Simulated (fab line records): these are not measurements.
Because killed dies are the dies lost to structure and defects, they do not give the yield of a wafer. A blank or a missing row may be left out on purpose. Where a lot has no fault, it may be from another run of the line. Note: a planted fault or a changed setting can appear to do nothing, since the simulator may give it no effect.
Commonality check across tools :: flow n5Finfet :: Sample size 12 lots and 35 wafers

== WHY IT WAS OPENED ==
N5_BEOL_M6_OVL_MEAS_12, reading M6_OVL: flagged on 2 of 12 lots. Fault-free wafers read -0.1 nm, with a standard deviation of 0.75.
Rule: a lot is flagged in two cases, either no wafer of it has a number, or all its wafers with numbers fall more than 4 standard deviations from that mean. All remaining lots are regarded as sound.

lot: L502
measured: day 10 02:49
on: overlay-02
M6_OVL (nm), wafer by wafer: 0.0 -0.1 0.1
flag: 

lot: L503
measured: day 10 05:47
on: overlay-01
M6_OVL (nm), wafer by wafer: -0.5 -0.9 -0.6
flag: 

lot: L504
measured: day 10 13:31
on: overlay-02
M6_OVL (nm), wafer by wafer: 1.1 1.9
flag: 

lot: L506
measured: day 11 15:50
on: overlay-02
M6_OVL (nm), wafer by wafer: 0.0 1.4 0.9
flag: 

lot: L508
measured: day 11 16:08
on: overlay-01
M6_OVL (nm), wafer by wafer: -0.7 -2.1 -1.8
flag: 

lot: L509
measured: day 11 21:11
on: overlay-01
M6_OVL (nm), wafer by wafer: 1.1 1.0 0.2
flag: 

lot: L510
measured: day 11 23:46
on: overlay-02
M6_OVL (nm), wafer by wafer: -0.1 -0.4 -0.5
flag: 

lot: L511
measured: day 12 04:17
on: overlay-02
M6_OVL (nm), wafer by wafer: 0.9 0.8 0.3
flag: 

lot: L517
measured: day 14 08:11
on: overlay-02
M6_OVL (nm), wafer by wafer: 11.7 11.2 11.3
flag: FLAGGED

lot: L522
measured: day 14 22:13
on: overlay-01
M6_OVL (nm), wafer by wafer: 13.1 13.0 12.7
flag: FLAGGED

lot: L523
measured: day 15 23:56
on: overlay-01
M6_OVL (nm), wafer by wafer: -0.4 -0.3 -0.4
flag: 

lot: L524
measured: day 16 01:19
on: overlay-01
M6_OVL (nm), wafer by wafer: -1.1 -0.5 -0.7
flag: 
Average over the flagged lots: 12.2 nm; offset from the usual +12.3 nm, equal to +16 standard deviations.

== WHICH TOOL EACH LOT WENT THROUGH ==
3 process steps preceding the reading are held in the record, out of 1938 steps in the route. Cell contents, in order: the tool; ch with the chambers the sampled wafers went through; the start.
lot: L502
flag: 
N5_BEOL_M5_ANNEAL_89: pvdSputter-02, day 9 23:02
N5_BEOL_M5_ANNEAL_51: rtpAnneal-01 ch 0, day 10 00:17
N5_BEOL_M6_EXPOSE_08: arfiScanner-03 ch 0, day 10 02:40

lot: L503
flag: 
N5_BEOL_M5_ANNEAL_89: pvdSputter-01, day 10 01:17
N5_BEOL_M5_ANNEAL_51: rtpAnneal-01 ch 0, day 10 02:58
N5_BEOL_M6_EXPOSE_08: arfiScanner-01 ch 0, day 10 05:38

lot: L504
flag: 
N5_BEOL_M5_ANNEAL_89: pvdSputter-02, day 10 09:43
N5_BEOL_M5_ANNEAL_51: rtpAnneal-02 ch 0, day 10 10:58
N5_BEOL_M6_EXPOSE_08: arfiScanner-01 ch 0, day 10 13:21

lot: L506
flag: 
N5_BEOL_M5_ANNEAL_89: pvdSputter-02, day 11 11:07
N5_BEOL_M5_ANNEAL_51: rtpAnneal-02 ch 0, day 11 12:19
N5_BEOL_M6_EXPOSE_08: arfiScanner-01 ch 0, day 11 15:40

lot: L508
flag: 
N5_BEOL_M5_ANNEAL_89: pvdSputter-03, day 11 12:07
N5_BEOL_M5_ANNEAL_51: rtpAnneal-01 ch 0, day 11 13:19
N5_BEOL_M6_EXPOSE_08: arfiScanner-01 ch 0, day 11 15:59

lot: L509
flag: 
N5_BEOL_M5_ANNEAL_89: pvdSputter-02, day 11 16:29
N5_BEOL_M5_ANNEAL_51: rtpAnneal-02 ch 0, day 11 17:41
N5_BEOL_M6_EXPOSE_08: arfiScanner-01 ch 0, day 11 21:01

lot: L510
flag: 
N5_BEOL_M5_ANNEAL_89: pvdSputter-01, day 11 19:20
N5_BEOL_M5_ANNEAL_51: rtpAnneal-02 ch 0, day 11 20:32
N5_BEOL_M6_EXPOSE_08: arfiScanner-03 ch 0, day 11 23:37

lot: L511
flag: 
N5_BEOL_M5_ANNEAL_89: pvdSputter-02, day 11 23:09
N5_BEOL_M5_ANNEAL_51: rtpAnneal-01 ch 0, day 12 00:52
N5_BEOL_M6_EXPOSE_08: arfiScanner-03 ch 0, day 12 04:08

lot: L517
flag: FLAGGED
N5_BEOL_M5_ANNEAL_89: pvdSputter-02, day 14 03:49
N5_BEOL_M5_ANNEAL_51: rtpAnneal-02 ch 0, day 14 05:19
N5_BEOL_M6_EXPOSE_08: arfiScanner-03 ch 0, day 14 08:01

lot: L522
flag: FLAGGED
N5_BEOL_M5_ANNEAL_89: pvdSputter-03, day 14 17:18
N5_BEOL_M5_ANNEAL_51: rtpAnneal-01 ch 0, day 14 18:49
N5_BEOL_M6_EXPOSE_08: arfiScanner-03 ch 0, day 14 22:04

lot: L523
flag: 
N5_BEOL_M5_ANNEAL_89: pvdSputter-03, day 15 18:47
N5_BEOL_M5_ANNEAL_51: rtpAnneal-02 ch 0, day 15 20:03
N5_BEOL_M6_EXPOSE_08: arfiScanner-01 ch 0, day 15 23:47

lot: L524
flag: 
N5_BEOL_M5_ANNEAL_89: pvdSputter-01, day 15 21:13
N5_BEOL_M5_ANNEAL_51: rtpAnneal-02 ch 0, day 15 22:25
N5_BEOL_M6_EXPOSE_08: arfiScanner-01 ch 0, day 16 01:10
What the steps here do:
- N5_BEOL_M5_ANNEAL_89: time 1800 s.
- N5_BEOL_M5_ANNEAL_51: time 90 s.
- N5_BEOL_M6_EXPOSE_08: exposes mask M6.
- N5_BEOL_M6_OVL_MEAS_12

== FLAGGED AGAINST TOTAL, ONE TOOL AT A TIME (gauges that did the reading follow at the end) ==
step: N5_BEOL_M5_ANNEAL_89
tool: pvdSputter-01
lots run: 3
flagged: 0
share of the flagged lots: none
sound lots run after its first flagged lot: -

step: N5_BEOL_M5_ANNEAL_89
tool: pvdSputter-02
lots run: 6
flagged: 1
share of the flagged lots: some
sound lots run after its first flagged lot: 0

step: N5_BEOL_M5_ANNEAL_89
tool: pvdSputter-03
lots run: 3
flagged: 1
share of the flagged lots: some
sound lots run after its first flagged lot: 1 (L523)

step: N5_BEOL_M5_ANNEAL_51
tool: rtpAnneal-01
lots run: 5
flagged: 1
share of the flagged lots: some
sound lots run after its first flagged lot: 0

step: N5_BEOL_M5_ANNEAL_51
tool: rtpAnneal-02
lots run: 7
flagged: 1
share of the flagged lots: some
sound lots run after its first flagged lot: 2 (L523,L524)

step: N5_BEOL_M6_EXPOSE_08
tool: arfiScanner-01
lots run: 7
flagged: 0
share of the flagged lots: none
sound lots run after its first flagged lot: -

step: N5_BEOL_M6_EXPOSE_08
tool: arfiScanner-03
lots run: 5
flagged: 2
share of the flagged lots: all
sound lots run after its first flagged lot: 0

step: N5_BEOL_M6_OVL_MEAS_12
tool: overlay-01
lots run: 6
flagged: 1
share of the flagged lots: some
sound lots run after its first flagged lot: 2 (L523,L524)

step: N5_BEOL_M6_OVL_MEAS_12
tool: overlay-02
lots run: 6
flagged: 1
share of the flagged lots: some
sound lots run after its first flagged lot: 0

== THE TABLE: WHAT IT ALLOWS ==
In the table, 1 row covers all flagged lots: arfiScanner-03 at N5_BEOL_M6_EXPOSE_08.
- arfiScanner-03 at N5_BEOL_M6_EXPOSE_08: 2 of its 5 lots flagged. Last sound lot L511 at day 12 04:08, first flagged lot L517 at day 14 08:01; a fault beginning in between fits.
What remains is a single tool, arfiScanner-03 at N5_BEOL_M6_EXPOSE_08.

== WHAT HAD BEEN PUT IN BY THE SIMULATOR ==
Scanner matching overlay: arfiScanner-03, from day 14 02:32 on, at N5_BEOL_M6_EXPOSE_08. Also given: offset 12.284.
Struck lots among those shown: L517, L522. The rule above found the same.
